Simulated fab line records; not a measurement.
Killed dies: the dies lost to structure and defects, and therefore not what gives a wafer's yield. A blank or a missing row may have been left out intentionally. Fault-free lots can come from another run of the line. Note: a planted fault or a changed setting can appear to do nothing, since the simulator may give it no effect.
fab line records -- flow n5-finfet
record lots=7, wafers=21
route steps=1938 shown WELL_APT@25 PMOS_HMC_CHANNEL_EPI@62 FIN_CUT@156 SD_EPI_N@288 SD_EPI_P@295 SDB@349 HKMG_FIN@396 GATE_CUT@479
start-h: hours from the record's first day to the start of the lot's first wafer shown -- wait-h: time in hours since the lot's previous step -- " unchanged from the row above -- L1.1+2: several wafers, shown together as one row -- - value missing, or start not given -- * or withheld: withheld -- < > ~ a bound
route shown NAME@n: a module of which the file shows steps, and the number in the route of the first -- usual: average and standard deviation across the fault-free wafers -- same: alike in all rows -- chamber/n: place in a boat -- sites: per-site readings -- _std_site: standard deviation across them -- _edge_site: outer sites' mean less inner sites' -- radius-mm: how far each site lies from the wafer's centre -- mask NAME#n: copy n -- behind: tool/chamber where the wafer was last shaped -- hold: what put the lot on hold/how long, in hours/how the hold closed -- device: transistor that didn't switch, given as n, p or np -- end of line: the route-end tests of the same wafers -- a step given without rows: its recipe and nothing more -- killed: at the first sort, the dies lost to defects and structure; wafer yield is something else -- map: a wafer's dies, marking killed ones x, the rest . and places with no die _
set.NAME: the setting the step ran with; set.NAME@STEP: the setting that earlier step ran with -- model.NAME: the simulator's own value behind a step, which no gauge read
lots run with intentionally changed settings; tables by step, rows by wafer
## steps
# step N5_WELL_APT_PEB_06
# recipe peb-temp-c=130, peb-time-s=90
lot.wafer,tool,chamber,start-h,wait-h,set.peb-temp-c
L074.1+2+4,litho-track-03,0,13.73,0.1,130
L075.2+6,litho-track-03,0,19.49,0.0,133.5
L075.4,litho-track-03,0,19.49,0.0,130
L082.2+3+4,litho-track-05,0,61.83,0.0,130
L085.2+4,litho-track-03,0,79.84,0.0,130
L085.5,litho-track-03,0,79.84,0.0,128
L088.2+4+6,litho-track-01,0,97.50,0.0,130
L091.1+2+6,litho-track-01,0,115.82,0.1,130
L097.2+4+5,litho-track-03,0,152.27,0.0,130
# step N5_WELL_APT_DEVELOP_07
# recipe develop-time-s=45, rinse-liquid=surfactant-rinse, dry=air-spin, dev-temp-c=21
lot.wafer,tool,chamber,start-h,wait-h,set.develop-time-s
L074.1+2+4,litho-track-03,0,-,-,45
L075.2+4,litho-track-03,0,-,-,53.14
L075.6,litho-track-03,0,-,-,45
L082.2+3+4,litho-track-05,0,-,-,45
L085.2+5,litho-track-03,0,-,-,45
L085.4,litho-track-03,0,-,-,35.73
L088.2+4+6,litho-track-01,0,-,-,45
L091.1,litho-track-01,0,-,-,45
L091.2+6,litho-track-01,0,-,-,53.33
L097.2+4+5,litho-track-03,0,-,-,45
# step N5_WELL_APT_HARDBAKE_12
# recipe temp-c=130, time-s=120
# step N5_WELL_APT_CD_MEAS_08
# recipe target-cd-nm=200, landing-energy-ev=500, detector=se-inlens
# usual cd-nm=201.1/1.7
lot.wafer,tool,chamber,start-h,wait-h,set.peb-temp-c@WELL_APT_PEB_06,cd-nm
L074.1,cd-sem-01,0,13.85,-,130,201.3
L074.2,cd-sem-01,0,13.85,-,130,201.8
L074.4,cd-sem-01,0,13.85,-,130,203.0
L075.2,cd-sem-02,0,19.61,-,133.5,213.1
L075.4,cd-sem-02,0,19.61,-,130,201.1
L075.6,cd-sem-02,0,19.61,-,133.5,212.2
L082.2,cd-sem-01,0,61.94,-,130,200.6
L082.3,cd-sem-01,0,61.94,-,130,200.8
L082.4,cd-sem-01,0,61.94,-,130,200.4
L085.2,cd-sem-02,0,79.95,-,130,198.7
L085.4,cd-sem-02,0,79.95,-,130,200.1
L085.5,cd-sem-02,0,79.95,-,128,190.1
L088.2,cd-sem-03,0,97.62,-,130,199.6
L088.4,cd-sem-03,0,97.62,-,130,200.2
L088.6,cd-sem-03,0,97.62,-,130,200.2
L091.1,cd-sem-03,0,115.94,-,130,198.4
L091.2,cd-sem-03,0,115.94,-,130,201.8
L091.6,cd-sem-03,0,115.94,-,130,203.1
L097.2,cd-sem-02,0,152.39,-,130,199.8
L097.4,cd-sem-02,0,152.39,-,130,203.6
L097.5,cd-sem-02,0,152.39,-,130,203.3
# step N5_WELL_APT_DESCUM_13
# recipe chemistry=O2, time-s=7.9, source-power-w=50, bias-power-w=20, pressure-mtorr=20, rf-frequency-hz=2.712e+07, temp-c=40, o2-flow-sccm=225
lot.wafer,tool,chamber,start-h,wait-h,set.peb-temp-c@WELL_APT_PEB_06,model.WELL_APT.cd-nm
L074.1,rie-diel-03,0,14.03,0.1,130,201.2
L074.2,rie-diel-03,2,14.03,0.1,130,201.9
L074.4,rie-diel-03,3,14.03,0.1,130,202.9
L075.2,rie-diel-03,2,19.95,0.3,133.5,213.3
L075.4,rie-diel-03,2,19.95,0.3,130,201.4
L075.6,rie-diel-03,3,19.95,0.3,133.5,212.3
L082.2,rie-diel-03,3,62.03,0.0,130,200.8
L082.3,rie-diel-03,1,62.03,0.0,130,201
L082.4,rie-diel-03,2,62.03,0.0,130,200.7
L085.2,rie-diel-05,1,80.08,0.1,130,198.6
L085.4,rie-diel-05,3,80.08,0.1,130,200.1
L085.5,rie-diel-05,1,80.08,0.1,128,190.2
L088.2,rie-diel-05,0,97.70,0.0,130,199.4
L088.4,rie-diel-05,3,97.70,0.0,130,199.9
L088.6,rie-diel-05,0,97.70,0.0,130,200.4
L091.1,rie-diel-03,0,116.03,0.0,130,198.6
L091.2,rie-diel-03,3,116.03,0.0,130,201.7
L091.6,rie-diel-03,1,116.03,0.0,130,203.2
L097.2,rie-diel-01,2,152.47,0.0,130,200
L097.4,rie-diel-01,3,152.47,0.0,130,203.9
L097.5,rie-diel-01,2,152.47,0.0,130,203.4
# step N5_PMOS_HMC_CHANNEL_EPI_EXPOSE_06
# recipe mask-id=PMOS_HMC_BLK, na=1.35, source-shape=conventional, sigma-outer=0.8, polarization=unpolarized, target-cd-nm=240, dose-mj=41
lot.wafer,tool,chamber,start-h,wait-h,mask,set.dose-mj
L074.1+2+4,arfi-scanner-01,0,17.69,-,PMOS_HMC_BLK#0,41
L075.2+4,arfi-scanner-02,0,23.04,-,PMOS_HMC_BLK#0,43.32
L075.6,arfi-scanner-02,0,23.04,-,PMOS_HMC_BLK#0,41
L082.2+4,arfi-scanner-03,0,65.97,-,PMOS_HMC_BLK#0,43.37
L082.3,arfi-scanner-03,0,65.97,-,PMOS_HMC_BLK#0,41
L085.2,arfi-scanner-03,0,85.01,-,PMOS_HMC_BLK#0,42.05
L085.4+5,arfi-scanner-03,0,85.01,-,PMOS_HMC_BLK#0,41
L088.2+4+6,arfi-scanner-03,0,100.98,-,PMOS_HMC_BLK#0,41
L091.1+2+6,arfi-scanner-03,0,119.17,-,PMOS_HMC_BLK#0,41
L097.2,arfi-scanner-03,0,156.41,-,PMOS_HMC_BLK#0,41
L097.4+5,arfi-scanner-03,0,156.41,-,PMOS_HMC_BLK#0,42.34
# step N5_PMOS_HMC_CHANNEL_EPI_PEB_07
# recipe peb-temp-c=110, peb-time-s=60, resist=CAR-ArF-block
# step N5_PMOS_HMC_CHANNEL_EPI_DEVELOP_08
# recipe develop-time-s=30, developer=TMAH, resist=CAR-ArF-block, dev-temp-c=23, rinse-liquid=diw, dry=air-spin
# step N5_PMOS_HMC_CHANNEL_EPI_CD_MEAS_09
# recipe target-cd-nm=237.4, landing-energy-ev=500, detector=se-inlens
# usual cd-nm=237.6/0.92
lot.wafer,tool,chamber,start-h,wait-h,set.dose-mj@PMOS_HMC_CHANNEL_EPI_EXPOSE_06,cd-nm
L074.1,cd-sem-01,0,17.81,-,41,237.9
L074.2,cd-sem-01,0,17.81,-,41,236.6
L074.4,cd-sem-01,0,17.81,-,41,237.6
L075.2,cd-sem-02,0,23.16,-,43.32,241.9
L075.4,cd-sem-02,0,23.16,-,43.32,242.2
L075.6,cd-sem-02,0,23.16,-,41,237.6
L082.2,cd-sem-03,0,66.09,-,43.37,242.8
L082.3,cd-sem-03,0,66.09,-,41,238.2
L082.4,cd-sem-03,0,66.09,-,43.37,241.6
L085.2,cd-sem-02,0,85.13,-,42.05,238.2
L085.4,cd-sem-02,0,85.13,-,41,236.1
L085.5,cd-sem-02,0,85.13,-,41,237.3
L088.2,cd-sem-01,0,101.10,-,41,238.3
L088.4,cd-sem-01,0,101.10,-,41,236.4
L088.6,cd-sem-01,0,101.10,-,41,238.3
L091.1,cd-sem-02,0,119.30,-,41,236.7
L091.2,cd-sem-02,0,119.30,-,41,236.6
L091.6,cd-sem-02,0,119.30,-,41,235.4
L097.2,cd-sem-03,0,156.53,-,41,238.1
L097.4,cd-sem-03,0,156.53,-,42.34,242.6
L097.5,cd-sem-03,0,156.53,-,42.34,239.5
# step N5_FIN_CUT_COAT_29
# recipe resist=underlayer, temp-c=205, time-s=60, spin-rpm=1500, resist-thk-nm=10
lot.wafer,tool,chamber,start-h,wait-h,set.spin-rpm,model.underlayer_of_FIN_CUT_COAT_29.thk-nm
L074.1+4,litho-track-05,0,-,-,1606,9.6
L074.2,litho-track-05,0,-,-,1500,10
L075.2+6,litho-track-05,0,-,-,1500,10
L075.4,litho-track-05,0,-,-,1415,10.4
L082.2,litho-track-03,0,-,-,1628,9.6
L082.3+4,litho-track-03,0,-,-,1500,10
L085.2,litho-track-03,0,-,-,1364,10.4
L085.4+5,litho-track-03,0,-,-,1500,10
L088.2+4+6,litho-track-03,0,-,-,1500,10
L091.1+2+6,litho-track-05,0,-,-,1500,10
L097.2+4,litho-track-03,0,-,-,1500,10
L097.5,litho-track-03,0,-,-,1399,10.4
# step N5_FIN_CUT_COAT_02
# recipe resist=CAR-EUV, spin-rpm=1500, resist-thk-nm=30
# step N5_FIN_CUT_EBR_04
# recipe solvent=PGMEA, ebr-width-mm=1.5
# step N5_FIN_CUT_DESCUM_13
# recipe chemistry=O2, time-s=7, source-power-w=50, bias-power-w=20, pressure-mtorr=20, rf-frequency-hz=2.712e+07, temp-c=40, resist=CAR-EUV, o2-flow-sccm=225
# step N5_FIN_CUT_ETCH_30
# recipe chemistry=N2/H2, target=underlayer, target-depth-a=130, mask-material=CAR-EUV, time-s=10.4, ion-energy-ev=200, pressure-mtorr=30, source-w=840, bias-w=150, n2-flow-sccm=200, h2-flow-sccm=200, ends=cleared
lot.wafer,tool,chamber,start-h,wait-h,set.spin-rpm@FIN_CUT_COAT_29,model.etch.depth-nm,model.CAR-EUV_of_FIN_CUT_COAT_02.thk-nm
L074.1,rie-diel-02,3,27.95,0.0,1606,9.664,15
L074.2,rie-diel-02,1,27.95,0.0,1500,9.998,14.6
L074.4,rie-diel-02,1,27.95,0.0,1606,9.667,15
L075.2,rie-diel-04,1,33.79,0.0,1500,10.03,14.4
L075.4,rie-diel-04,1,33.79,0.0,1415,10.32,14.2
L075.6,rie-diel-04,0,33.79,0.0,1500,10.03,14.6
L082.2,rie-diel-02,0,77.55,0.0,1628,9.65,15
L082.3+4,rie-diel-02,"2,1",77.55,0.0,1500,10.03,14.6
L085.2,rie-diel-06,1,96.22,0.0,1364,10.49,14
L085.4,rie-diel-06,0,96.22,0.0,1500,10.01,14.6
L085.5,rie-diel-06,3,96.22,0.0,1500,10.03,14.6
L088.2,rie-diel-04,0,110.22,0.0,1500,10.02,14.8
L088.4,rie-diel-04,2,110.22,0.0,1500,9.991,14.6
L088.6,rie-diel-04,3,110.22,0.0,1500,10.03,14.6
L091.1,rie-diel-02,0,128.56,0.0,1500,10.09,14.6
L091.2+6,rie-diel-02,1,128.56,0.0,1500,10.05,14.6
L097.2,rie-diel-06,3,166.20,0.0,1500,10.02,14.8
L097.4,rie-diel-06,0,166.20,0.0,1500,10.02,14.6
L097.5,rie-diel-06,2,166.20,0.0,1399,10.36,14.2
# step N5_FIN_CUT_ETCH_20
# recipe chemistry=CF4, target=SiARC, target-depth-a=260, mask-material=CAR-EUV, time-s=43.3, ion-energy-ev=80, pressure-mtorr=40, source-w=545, bias-w=36, Ar_flow_sccm=100, cf4-flow-sccm=100, ends=cleared
lot.wafer,tool,chamber,start-h,wait-h,set.spin-rpm@FIN_CUT_COAT_29,model.underlayer_of_FIN_CUT_COAT_29.thk-nm
L074.1+4,rie-diel-02,"3,1",27.97,0.0,1606,9
L074.2,rie-diel-02,1,27.97,0.0,1500,9.2
L075.2+6,rie-diel-04,"1,0",33.81,0.0,1500,9.4
L075.4,rie-diel-04,1,33.81,0.0,1415,9.6
L082.2,rie-diel-02,0,77.57,0.0,1628,9
L082.3+4,rie-diel-02,"2,1",77.57,0.0,1500,9.4
L085.2,rie-diel-06,1,96.24,0.0,1364,9.8
L085.4,rie-diel-06,0,96.24,0.0,1500,9.2
L085.5,rie-diel-06,3,96.24,0.0,1500,9.4
L088.2+6,rie-diel-04,"0,3",110.24,0.0,1500,9.4
L088.4,rie-diel-04,2,110.24,0.0,1500,9.2
L091.1+2+6,rie-diel-02,"0,1,1",128.58,0.0,1500,9.4
L097.2+4,rie-diel-06,"3,0",166.22,0.0,1500,9.2
L097.5,rie-diel-06,2,166.22,0.0,1399,9.6
# step N5_SD_EPI_N_EPI_21
# recipe material=Si:P, dopant=P, temp-c=680, pressure-torr=255, time-s=690
lot.wafer,tool,chamber,start-h,wait-h,set.epi-growth-time-s,model.Si-P_of_SD_EPI_N_EPI_21.thk-nm
L074.1,epi-rpcvd-04,0,51.27,0.1,690,60
L074.2,epi-rpcvd-04,0,51.27,0.1,690,59.6
L074.4,epi-rpcvd-04,0,51.27,0.1,756.4,63.2
L075.2,epi-rpcvd-01,0,57.31,0.7,639.1,55.2
L075.4,epi-rpcvd-01,0,58.31,1.6,690,58.8
L075.6,epi-rpcvd-01,0,59.31,2.5,639.1,56.2
L082.2,epi-rpcvd-04,0,100.82,0.5,690,59.4
L082.3,epi-rpcvd-04,0,100.82,0.5,662,58.2
L082.4,epi-rpcvd-04,0,100.82,0.5,690,60.4
L085.2+5,epi-rpcvd-03,0,120.08,0.4,690,58.2
L085.4,epi-rpcvd-03,0,120.08,0.4,653.9,56.2
L088.2,epi-rpcvd-03,0,133.24,0.4,690,59.6
L088.4,epi-rpcvd-03,0,133.24,0.4,690,59
L088.6,epi-rpcvd-03,0,133.24,0.4,690,58.2
L091.1,epi-rpcvd-01,0,151.54,0.2,690,59.4
L091.2,epi-rpcvd-01,0,151.54,0.2,690,58.6
L091.6,epi-rpcvd-01,0,153.41,1.9,690,58.8
L097.2+4,epi-rpcvd-04,0,189.28,0.4,690,58.6
L097.5,epi-rpcvd-04,0,189.28,0.4,748.7,61.6
# step N5_SD_EPI_N_EPI_MEAS_23
# recipe mode=xrd
# usual thk-nm=58.9/1.3
lot.wafer,tool,chamber,start-h,wait-h,set.epi-growth-time-s@SD_EPI_N_EPI_21,thk-nm
L074.1,film-metro-01,-,52.98,1.4,690,59.8
L074.2,film-metro-01,-,52.98,1.4,690,61.0
L074.4,film-metro-01,-,52.98,1.4,756.4,63.6
L075.2,film-metro-02,-,59.84,2.0,639.1,55.6
L075.4,film-metro-02,-,59.84,2.0,690,59.6
L075.6,film-metro-02,-,59.84,2.0,639.1,55.4
L082.2,film-metro-01,-,102.74,1.5,690,58.5
L082.3,film-metro-01,-,102.74,1.5,662,58.5
L082.4,film-metro-01,-,102.74,1.5,690,60.3
L085.2,film-metro-02,-,121.52,1.2,690,59.1
L085.4,film-metro-02,-,121.52,1.2,653.9,56.5
L085.5,film-metro-02,-,121.52,1.2,690,58.0
L088.2,film-metro-01,-,134.68,1.2,690,61.0
L088.4,film-metro-01,-,134.68,1.2,690,59.4
L088.6,film-metro-01,-,134.68,1.2,690,60.1
L091.1,film-metro-02,-,153.82,1.9,690,58.1
L091.2,film-metro-02,-,153.82,1.9,690,57.9
L091.6,film-metro-02,-,153.82,1.9,690,58.1
L097.2,film-metro-01,-,190.72,1.2,690,58.0
L097.4,film-metro-01,-,190.72,1.2,690,57.7
L097.5,film-metro-01,-,190.72,1.2,748.7,62.4
# step N5_SD_EPI_P_COAT_34
# recipe resist=SOC, temp-c=250, time-s=60, spin-rpm=1500, resist-thk-nm=350
lot.wafer,tool,chamber,start-h,wait-h,set.spin-rpm,model.SOC_of_SD_EPI_P_COAT_34.thk-nm
L074.1,litho-track-03,0,53.57,0.0,1500,351
L074.2,litho-track-03,0,53.57,0.0,1602,339
L074.4,litho-track-03,0,53.57,0.0,1602,338
L075.2,litho-track-04,0,60.55,0.0,1500,351.4
L075.4,litho-track-04,0,60.55,0.0,1594,341.4
L075.6,litho-track-04,0,60.55,0.0,1594,341
L082.2,litho-track-02,0,103.33,0.0,1369,365.4
L082.3,litho-track-02,0,103.33,0.0,1369,364
L082.4,litho-track-02,0,103.33,0.0,1500,348.2
L085.2,litho-track-04,0,122.10,0.0,1500,350.2
L085.4,litho-track-04,0,122.10,0.0,1500,350
L085.5,litho-track-04,0,122.10,0.0,1500,351.2
L088.2+6,litho-track-04,0,135.40,0.0,1500,351.2
L088.4,litho-track-04,0,135.40,0.0,1500,351.4
L091.1+2+6,litho-track-02,0,154.41,0.0,1500,350
L097.2,litho-track-03,0,191.30,0.0,1500,349.2
L097.4,litho-track-03,0,191.30,0.0,1500,349.6
L097.5,litho-track-03,0,191.30,0.0,1500,348.8
# step N5_SD_EPI_P_COAT_35
# recipe resist=SiARC, temp-c=220, time-s=60, spin-rpm=1500, resist-thk-nm=35
# step N5_SD_EPI_P_COAT_03
# recipe resist=CAR-ArF-block, spin-rpm=1500, resist-thk-nm=150
# step N5_SD_EPI_P_HM_STRIP_48
# recipe chemistry=H3PO4, temp-c=160, material=SiNx, target=SiNx, target-depth-a=30, overetch-fraction=0.3
# step N5_SD_EPI_P_SRD_49
# recipe dry=ipa-marangoni, time-s=30, temp-c=23, rinse-liquid=diw
# step N5_SD_EPI_P_PRECLEAN_24
# recipe chemistry=O3/DIW, time-s=45, temp-c=22, o3-ppm=10
lot.wafer,tool,chamber,start-h,wait-h,set.epi-growth-time-s@SD_EPI_N_EPI_21,model.Si-P_of_SD_EPI_N_EPI_21.thk-nm
L074.1,wet-bench-04,5,57.79,0.0,690,59.2
L074.2,wet-bench-04,1,57.79,0.0,690,58.8
L074.4,wet-bench-04,0,57.79,0.0,756.4,62.2
L075.2,wet-bench-06,1,65.11,0.0,639.1,54.4
L075.4,wet-bench-06,2,65.11,0.0,690,58
L075.6,wet-bench-06,7,65.11,0.0,639.1,55.4
L082.2,wet-bench-05,0,108.15,0.0,690,58.6
L082.3,wet-bench-05,4,108.15,0.0,662,57.4
L082.4,wet-bench-05,1,108.15,0.0,690,59.6
L085.2+5,wet-bench-05,"3,0",126.10,0.0,690,57.4
L085.4,wet-bench-05,2,126.10,0.0,653.9,55.4
L088.2,wet-bench-04,7,139.51,0.0,690,58.8
L088.4,wet-bench-04,4,139.51,0.0,690,58.2
L088.6,wet-bench-04,1,139.51,0.0,690,57.4
L091.1,wet-bench-05,6,158.76,0.0,690,58.4
L091.2,wet-bench-05,5,158.76,0.0,690,57.8
L091.6,wet-bench-05,2,158.76,0.0,690,58
L097.2,wet-bench-04,2,195.90,0.0,690,57.8
L097.4,wet-bench-04,6,195.90,0.0,690,57.6
L097.5,wet-bench-04,4,195.90,0.0,748.7,60.6
# step N5_SDB_COAT_04
# recipe resist=SiARC, temp-c=220, time-s=60, spin-rpm=1500, resist-thk-nm=18
lot.wafer,tool,chamber,start-h,wait-h,set.spin-rpm,model.SiARC_of_SDB_COAT_04.thk-nm
L074.1+2+4,litho-track-04,0,-,-,1500,18
L075.2+4,litho-track-04,0,-,-,1360,19
L075.6,litho-track-04,0,-,-,1500,18
L082.2,litho-track-05,0,-,-,1599,17.4
L082.3+4,litho-track-05,0,-,-,1500,18
L085.2+5,litho-track-05,0,-,-,1500,18
L085.4,litho-track-05,0,-,-,1639,17.2
L088.2+4+6,litho-track-04,0,-,-,1500,18.2
L091.1+6,litho-track-01,0,-,-,1442,18.4
L091.2,litho-track-01,0,-,-,1500,18
L097.2,litho-track-05,0,-,-,1421,18.6
L097.4,litho-track-05,0,-,-,1500,18.2
L097.5,litho-track-05,0,-,-,1500,18
# step N5_SDB_COAT_05
# recipe resist=CAR-ArF, spin-rpm=1500, resist-thk-nm=90
# step N5_SDB_EBR_07
# recipe solvent=PGMEA, ebr-width-mm=1.5
# step N5_SDB_DESCUM_16
# recipe chemistry=O2, time-s=7.9, source-power-w=50, bias-power-w=20, pressure-mtorr=20, rf-frequency-hz=2.712e+07, temp-c=40, resist=CAR-ArF, o2-flow-sccm=225
# step N5_SDB_ETCH_17
# recipe chemistry=CF4, target=SiARC, target-depth-a=234, mask-material=CAR-ArF, time-s=39, ion-energy-ev=80, pressure-mtorr=40, source-w=545, bias-w=36, Ar_flow_sccm=100, cf4-flow-sccm=100, ends=cleared
lot.wafer,tool,chamber,start-h,wait-h,set.spin-rpm@SDB_COAT_04,model.etch.depth-nm,model.CAR-ArF_of_SDB_COAT_05.thk-nm
L074.1,rie-diel-03,2,65.71,0.0,1500,18.03,67.2
L074.2,rie-diel-03,1,65.71,0.0,1500,18,66.8
L074.4,rie-diel-03,0,65.71,0.0,1500,18.01,66.8
L075.2,rie-diel-03,2,73.30,0.0,1360,18.92,65.8
L075.4,rie-diel-03,0,73.30,0.0,1360,18.96,65.8
L075.6,rie-diel-03,2,73.30,0.0,1500,18.03,66.8
L082.2,rie-diel-01,1,116.52,0.0,1599,17.43,67.2
L082.3,rie-diel-01,3,116.52,0.0,1500,18.04,66.6
L082.4,rie-diel-01,3,116.52,0.0,1500,18.04,66.8
L085.2,rie-diel-03,3,134.44,0.0,1500,18.03,67
L085.4,rie-diel-03,0,134.44,0.0,1639,17.25,67.6
L085.5,rie-diel-03,3,134.44,0.0,1500,18,66.6
L088.2+6,rie-diel-05,"3,2",147.43,0.0,1500,18.12,66.8
L088.4,rie-diel-05,3,147.43,0.0,1500,18.11,66.8
L091.1,rie-diel-01,0,166.49,0.0,1442,18.37,66.2
L091.2,rie-diel-01,3,166.49,0.0,1500,18.05,66.4
L091.6,rie-diel-01,1,166.49,0.0,1442,18.43,66
L097.2,rie-diel-03,1,203.98,0.0,1421,18.59,66.2
L097.4,rie-diel-03,0,203.98,0.0,1500,18.11,66.8
L097.5,rie-diel-03,2,203.98,0.0,1500,18.09,66.8
# step N5_HKMG_FIN_PEB_47
# recipe peb-temp-c=withheld, peb-time-s=60, resist=CAR-ArF
lot.wafer,tool,chamber,start-h,wait-h,set.peb-time-s
L074.1+4,litho-track-05,0,71.15,0.1,69.47
L074.2,litho-track-05,0,71.15,0.1,60
L075.2+6,litho-track-02,0,79.35,0.0,72.23
L075.4,litho-track-02,0,79.35,0.0,60
L082.2+3+4,litho-track-03,0,121.95,0.0,60
L085.2,litho-track-02,0,140.03,0.0,53.23
L085.4+5,litho-track-02,0,140.03,0.0,60
L088.2+4+6,litho-track-02,0,152.60,0.0,60
L091.1+2+6,litho-track-05,0,172.15,0.1,60
L097.2+4+5,litho-track-03,0,209.40,0.0,60
# step N5_HKMG_FIN_DEVELOP_48
# recipe develop-time-s=30, developer=TMAH, resist=CAR-ArF, rinse-liquid=diw, dry=air-spin, dev-temp-c=23
# step N5_HKMG_FIN_CD_MEAS_49
# recipe target-cd-nm=202, landing-energy-ev=500, detector=se-inlens, polarity=opening
# usual cd-nm=202.4/0.7
lot.wafer,tool,chamber,start-h,wait-h,set.peb-time-s@HKMG_FIN_PEB_47,cd-nm
L074.1,cd-sem-01,0,71.22,-,69.47,207.3
L074.2,cd-sem-01,0,71.22,-,60,202.3
L074.4,cd-sem-01,0,71.22,-,69.47,206.7
L075.2,cd-sem-03,0,79.42,-,72.23,207.3
L075.4,cd-sem-03,0,79.42,-,60,203.1
L075.6,cd-sem-03,0,79.42,-,72.23,208.1
L082.2,cd-sem-02,0,122.01,-,60,202.4
L082.3,cd-sem-02,0,122.01,-,60,202.0
L082.4,cd-sem-02,0,122.01,-,60,202.3
L085.2,cd-sem-02,0,140.10,-,53.23,199.4
L085.4,cd-sem-02,0,140.10,-,60,203.6
L085.5,cd-sem-02,0,140.10,-,60,203.7
L088.2,cd-sem-03,0,152.67,-,60,203.0
L088.4,cd-sem-03,0,152.67,-,60,203.1
L088.6,cd-sem-03,0,152.67,-,60,203.1
L091.1,cd-sem-03,0,172.22,-,60,201.4
L091.2,cd-sem-03,0,172.22,-,60,202.7
L091.6,cd-sem-03,0,172.22,-,60,201.3
L097.2,cd-sem-02,0,209.46,-,60,202.3
L097.4,cd-sem-02,0,209.46,-,60,203.2
L097.5,cd-sem-02,0,209.46,-,60,202.3
# step N5_GATE_CUT_COAT_35
# recipe resist=SiARC, temp-c=220, time-s=60, spin-rpm=1500, resist-thk-nm=10
lot.wafer,tool,chamber,start-h,wait-h,set.spin-rpm,model.SiARC_of_GATE_CUT_COAT_35.thk-nm
L074.1+2+4,litho-track-04,0,-,-,1593,9.8
L075.2+4+6,litho-track-01,0,-,-,1500,10
L082.2+3,litho-track-01,0,-,-,1500,10
L082.4,litho-track-01,0,-,-,1391,10.4
L085.2+5,litho-track-04,0,-,-,1500,10
L085.4,litho-track-04,0,-,-,1441,10.2
L088.2+4+6,litho-track-04,0,-,-,1500,10
L091.1,litho-track-01,0,-,-,1500,10
L091.2+6,litho-track-01,0,-,-,1335,10.6
L097.2+4,litho-track-01,0,-,-,1500,10
L097.5,litho-track-01,0,-,-,1555,9.8
## key
split step=N5_WELL_APT_PEB_06, setting=peb-temp-c, stated=130, by=wafer
response step=N5_WELL_APT_CD_MEAS_08, reading=cd-nm, change=+4.71, per=1%, r=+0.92
response step=N5_WELL_APT_DESCUM_13, reading=model.WELL_APT.cd-nm, change=+4.64, per=1%, r=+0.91
split step=N5_WELL_APT_DEVELOP_07, setting=develop-time-s, stated=45, by=wafer
response none clear
split step=N5_PMOS_HMC_CHANNEL_EPI_EXPOSE_06, setting=dose-mj, stated=41, by=wafer
response step=N5_PMOS_HMC_CHANNEL_EPI_CD_MEAS_09, reading=cd-nm, change=+0.747, per=1%, r=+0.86
split step=N5_FIN_CUT_COAT_29, setting=spin-rpm, stated=1500, by=wafer
response step=N5_FIN_CUT_COAT_29, reading=model.underlayer_of_FIN_CUT_COAT_29.thk-nm, change=-0.0525, per=1%, r=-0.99
response step=N5_FIN_CUT_ETCH_30, reading=model.etch.depth-nm, change=-0.049, per=1%, r=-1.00
response step=N5_FIN_CUT_ETCH_30, reading=model.CAR-EUV_of_FIN_CUT_COAT_02.thk-nm, change=+0.0593, per=1%, r=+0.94
response step=N5_FIN_CUT_ETCH_20, reading=model.underlayer_of_FIN_CUT_COAT_29.thk-nm, change=-0.0467, per=1%, r=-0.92
split step=N5_SD_EPI_N_EPI_21, setting=epi-growth-time-s, stated=690, by=wafer
response step=N5_SD_EPI_N_EPI_21, reading=model.Si-P_of_SD_EPI_N_EPI_21.thk-nm, change=+0.374, per=1%, r=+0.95
response step=N5_SD_EPI_N_EPI_MEAS_23, reading=thk-nm, change=*, per=1%, r=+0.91
response step=N5_SD_EPI_P_PRECLEAN_24, reading=model.Si-P_of_SD_EPI_N_EPI_21.thk-nm, change=+0.364, per=1%, r=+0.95
split step=N5_SD_EPI_P_COAT_34, setting=spin-rpm, stated=1500, by=wafer
response step=N5_SD_EPI_P_COAT_34, reading=model.SOC_of_SD_EPI_P_COAT_34.thk-nm, change=-1.81, per=1%, r=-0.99
split step=N5_SDB_COAT_04, setting=spin-rpm, stated=1500, by=wafer
response step=N5_SDB_COAT_04, reading=model.SiARC_of_SDB_COAT_04.thk-nm, change=-0.096, per=1%, r=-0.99
response step=N5_SDB_ETCH_17, reading=model.etch.depth-nm, change=-0.0911, per=1%, r=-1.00
response step=N5_SDB_ETCH_17, reading=model.CAR-ArF_of_SDB_COAT_05.thk-nm, change=+0.094, per=1%, r=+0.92
split step=N5_HKMG_FIN_PEB_47, setting=peb-time-s, stated=60, by=wafer
response step=N5_HKMG_FIN_CD_MEAS_49, reading=cd-nm, change=+0.273, per=1%, r=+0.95
split step=N5_GATE_CUT_COAT_35, setting=spin-rpm, stated=1500, by=wafer
response step=N5_GATE_CUT_COAT_35, reading=model.SiARC_of_GATE_CUT_COAT_35.thk-nm, change=-0.0544, per=1%, r=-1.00
